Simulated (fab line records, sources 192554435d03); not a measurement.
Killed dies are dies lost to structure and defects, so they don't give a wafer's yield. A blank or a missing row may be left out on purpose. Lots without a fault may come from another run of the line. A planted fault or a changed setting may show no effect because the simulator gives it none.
Split-lot experiment | flow n5_finfet | 7 lots, 21 wafers read, on a route of 1938 steps

THE SPLIT
At N5_BEOL_M5_EXPOSE_25 (exposes mask V4, defocus 10 nm), the setting dose_mj was moved away from the recipe's 52.75 on 6 of the 21 wafers read, by -2.0% to +6.3%. The other wafers ran this setting at the recipe's value.

FROM THE SPLIT TO THE READING: what the file shows between them, 2 steps
- N5_BEOL_M5_PEB_26: peb time 60 s
- N5_BEOL_M5_DEVELOP_27: develop time 30 s

THE READING
cd_nm, in nm, at N5_BEOL_M5_CD_MEAS_28 (target cd 30.6 nm, target cd y 20 nm). Fault-free wafers of this fab line usually give 30.62 nm, standard deviation 0.22 nm.

wafer  | tool, chamber at the split | dose_mj as run | against the recipe | cd_nm, nm | against lot-mates on the recipe
L074.2 | euv_scanner-01, 0          | 52.75          | recipe             | 30.67     | -
L074.5 | euv_scanner-01, 0          | 55.61          | +5.4%              | 31.73     | +1.06
L074.6 | euv_scanner-01, 0          | 55.61          | +5.4%              | 32.21     | +1.54
L076.2 | euv_scanner-02, 0          | 52.75          | recipe             | 30.52     | -
L076.3 | euv_scanner-02, 0          | 52.75          | recipe             | 30.48     | -
L076.5 | euv_scanner-02, 0          | 52.75          | recipe             | 30.59     | -
L082.1 | euv_scanner-02, 0          | 52.75          | recipe             | 30.40     | -
L082.3 | euv_scanner-02, 0          | 52.75          | recipe             | 30.76     | -
L082.6 | euv_scanner-02, 0          | 52.75          | recipe             | 30.65     | -
L083.1 | euv_scanner-01, 0          | 52.75          | recipe             | 30.51     | -
L083.2 | euv_scanner-01, 0          | 52.75          | recipe             | 30.61     | -
L083.6 | euv_scanner-01, 0          | 52.75          | recipe             | 30.42     | -
L084.1 | euv_scanner-02, 0          | 54.39          | +3.1%              | 31.13     | +0.62
L084.5 | euv_scanner-02, 0          | 52.75          | recipe             | 30.51     | -
L084.6 | euv_scanner-02, 0          | 54.39          | +3.1%              | 31.25     | +0.74
L085.2 | euv_scanner-01, 0          | 52.75          | recipe             | 30.64     | -
L085.3 | euv_scanner-01, 0          | 52.75          | recipe             | 30.80     | -
L085.6 | euv_scanner-01, 0          | 51.69          | -2.0%              | 30.44     | -0.28
L086.1 | euv_scanner-02, 0          | 56.05          | +6.3%              | 32.02     | +1.43
L086.2 | euv_scanner-02, 0          | 52.75          | recipe             | 30.61     | -
L086.3 | euv_scanner-02, 0          | 52.75          | recipe             | 30.58     | -

THE FIT
A straight line over all 21 wafers: cd_nm changes by +0.228 nm for each +1% of dose_mj; r = +0.96; the points scatter about the line by 0.16 nm.
The same after taking each lot's own level away (the mean of its wafers on the recipe; 21 wafers): +0.227 nm for each +1%; r = +0.98; scatter 0.12 nm.
On that fit, the largest move of dose_mj shifts the reading by 1.4 nm.
The lots' own levels span 30.510 to 30.720 nm, that is 1.0 times the standard deviation above.
So the lot-to-lot level changes the slope little: the two slopes agree.
Check: with one of the wafers moved furthest among these (+6.3%) left out of the fit, the line predicts +1.44 nm for it against its lot-mates. It came out at +1.43 nm against them.

OTHER SPLITS ON THESE WAFERS
These wafers also went through other splits before the reading. Each is held against what the fit with the lots' levels taken away leaves over:
other split on the same wafers | wafers away from the commonest value | r with cd_nm (lot level and that fit taken away)
N5_BEOL_M2_ILD_DEP_00 time_s   | 12                                   | +0.17
N5_BEOL_M2_COAT_22 spin_rpm    | 4                                    | +0.17
N5_BEOL_M2_ETCH_69 bias_w      | 10                                   | +0.21
N5_BEOL_M3_EXPOSE_08 dose_mj   | 7                                    | +0.26
N5_BEOL_M3_ETCH_64 bias_w      | 9                                    | +0.06
N5_BEOL_M5_COAT_22 spin_rpm    | 5                                    | +0.27

THE FILE'S OWN FIT
cd_nm changes by +0.226 nm for each +1% of dose_mj, r = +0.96.
